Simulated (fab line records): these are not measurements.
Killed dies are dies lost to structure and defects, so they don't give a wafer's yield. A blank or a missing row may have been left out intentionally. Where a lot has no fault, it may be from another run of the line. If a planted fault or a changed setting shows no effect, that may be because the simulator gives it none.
Matching of chambers    flow n5-finfet    N5_HKMG_FIN_STRIP_89 on rie-diel-04: 4 sister chambers
The step strips SOC in N2/H2, time 20 s. 4 wafers are shown with their chamber, then 12 later ones without.

## EACH WAFER AND ITS CHAMBER
wafer   chamber  throttle-valve-pct (%)
L085.2  3        19.2
L086.1  0        19.1
L086.2  2        19.8
L086.6  1        19.0

## WAFERS WITH NO CHAMBER GIVEN
wafer   throttle-valve-pct (%)
L089.1  19.2
L089.3  19.8
L089.6  19.2
L092.1  19.8
L092.2  19.1
L092.3  19.2
L095.1  19.2
L095.4  19.9
L095.5  19.2
L096.3  18.7
L096.4  19.9
L096.6  19.9

## CHAMBER TAKEN BY EACH
wafer   from the rows above           in truth
L089.1  can't be placed: 3 or 0       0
L089.3  2                             2
L089.6  can't be placed: 3 or 0       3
L092.1  2                             2
L092.2  can't be placed: 0 or 3 or 1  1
L092.3  can't be placed: 3 or 0       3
L095.1  can't be placed: 3 or 0       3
L095.4  2                             2
L095.5  can't be placed: 3 or 0       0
L096.3  can't be placed: 1 or 0       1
L096.4  2                             2
L096.6  2                             2
Placed correctly: 5 of 12. Not placeable from these rows: 7 (in 7, the candidates include the true chamber). 0 placed wrongly.
How it was worked out, from the rows above alone: a wafer's distance from a chamber is the root of the sum, over the readings, of the square of ((its reading less the chamber's mean) divided by the reading's scatter). If the next closest chamber is less than 2 further off than the closest, the wafer can't be placed; otherwise it belongs to the closest. For every chamber, the mean is computed from those of its wafers that are shown. The scatter: with one shown wafer a chamber, the root of the mean of the squares of how far each hidden wafer lies from its nearest shown one.
